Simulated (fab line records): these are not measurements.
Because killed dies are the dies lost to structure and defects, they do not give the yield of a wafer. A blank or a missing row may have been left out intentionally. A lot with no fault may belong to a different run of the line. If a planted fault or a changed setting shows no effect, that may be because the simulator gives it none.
Comparing a struck lot with a sound one ; flow n5-finfet ; 18 out of 1938 route steps
Sound: the wafers L216.2, L216.3, L216.6. Wafers L225.1, L225.5, L225.6 were the ones struck. Last of all comes the cause.
For every step that has rows: the tool of each side, followed by ch and its chambers, followed by its first start. Under that, the readings that differ: sound wafers ; struck wafers ; difference of the means ; sigmas: that difference in standard deviations of wafers without a fault.
alike: readings whose means differ by less than 2 such deviations, and words and numbers that are the same on both sides. not compared: withheld readings, readings that some wafer has no value for, bounds like >300 that may hide the same value, and numbers for which the record gives no deviation and whose values overlap.
Wherever a step has rows on one side only, a row that says differs or no value, or a row with sigmas, the two part there. Non-overlapping numbers with no deviation appear without sigmas and do not part them. Lack of a reading on every wafer of one side parts them only where that side has two or more wafers.

N5_BEOL_M13_THK_MEAS_50: measures by xrf.
  struck on film-metro-01, day 16 11:22; sound on film-metro-01, day 13 08:59
  alike: M13_THK
then, 1 step without rows for these wafers: N5_BEOL_M13_PRE_CLEAN_52 (time 15 s).
N5_BEOL_M13_DEP_53: deposits SiCN from 3MS/NH3, target thk 50 nm, time 17.8 s.
  sound on pecvd-04 ch 0,1, day 13 09:03; struck on pecvd-02 ch 0,1, day 16 11:26
  alike: showerhead-plenum-p-Torr, throttle-valve-pct
N5_BEOL_M13_RS_MEAS_54: measurement is done with a four-point probe.
  struck on film-metro-01, day 16 11:30; sound on film-metro-02, day 13 09:08
  alike: M13_RS
N5_BEOL_M13_INSPECT_55: inspects for defects (darkfield).
  struck on defect-inspect-01, day 16 11:31; sound on defect-inspect-02, day 13 09:10
  alike: raw-defect-count
N5_BEOL_M14_ILD_DEP_00: deposits SiO2 from TEOS/O2, target thk 1119.3 nm, time 237.4 s.
  sound on pecvd-02 ch 0,2, day 13 09:12; struck on pecvd-02 ch 0,1, day 16 11:34
  alike: heater-power-w, showerhead-plenum-p-Torr, throttle-valve-pct
N5_BEOL_M14_THK_MEAS_01:
  struck on film-metro-01, day 16 11:45; sound on film-metro-02, day 13 09:23
  alike: M14_ILD_THK
then, 5 steps without rows for these wafers: N5_BEOL_M14_COAT_58 (time 60 s, resist thk 89 nm); N5_BEOL_M14_COAT_04 (resist thk 800 nm); N5_BEOL_M14_EBR_06; N5_BEOL_M14_SOFTBAKE_05 (time 60 s); N5_BEOL_M14_EXPOSE_07 (exposes mask V13).
N5_BEOL_M14_PEB_08: peb time 90 s.
  sound on litho-track-04 ch 0, day 13 09:35; struck on litho-track-01 ch 0, day 16 11:56
reading;sound;struck;difference;sigmas
heater-power-total-W (W);171.4 171.7 172.7;167.7 166.6 167.4;-4.7;-6
plate-temp-C (C);130.08 130.13 129.94;127.28 127.44 127.32;-2.70;-19
then, 2 steps without rows for these wafers: N5_BEOL_M14_DEVELOP_09 (develop time 45 s); N5_BEOL_M14_HARDBAKE_14 (time 120 s).
N5_BEOL_M14_CD_MEAS_10: the cd target is 250 nm.
  sound on cd-sem-01 ch 0, day 13 09:42; struck on cd-sem-02 ch 0, day 16 12:04
reading;sound;struck;difference;sigmas
cd-nm (nm);250.4 251.7 251.7;233.6 231.2 231.1;-19.3;-9
N5_BEOL_M14_OVL_MEAS_11:
  sound on overlay-02 ch 0, day 13 09:44; struck on overlay-02 ch 0, day 16 12:05
  alike: V13_OVL
N5_PASSIVATION_PROBE_49:
  rows exist in the record for the struck wafers here (prober-02, day 17 18:03), but not for the sound ones

## WHERE THEY PART
First at N5_BEOL_M14_PEB_08; last, within this record, at N5_PASSIVATION_PROBE_49.

WHY: what had been put in by the simulator
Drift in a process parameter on litho-track-01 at N5_BEOL_M14_PEB_08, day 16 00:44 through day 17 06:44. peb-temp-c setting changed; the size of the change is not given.
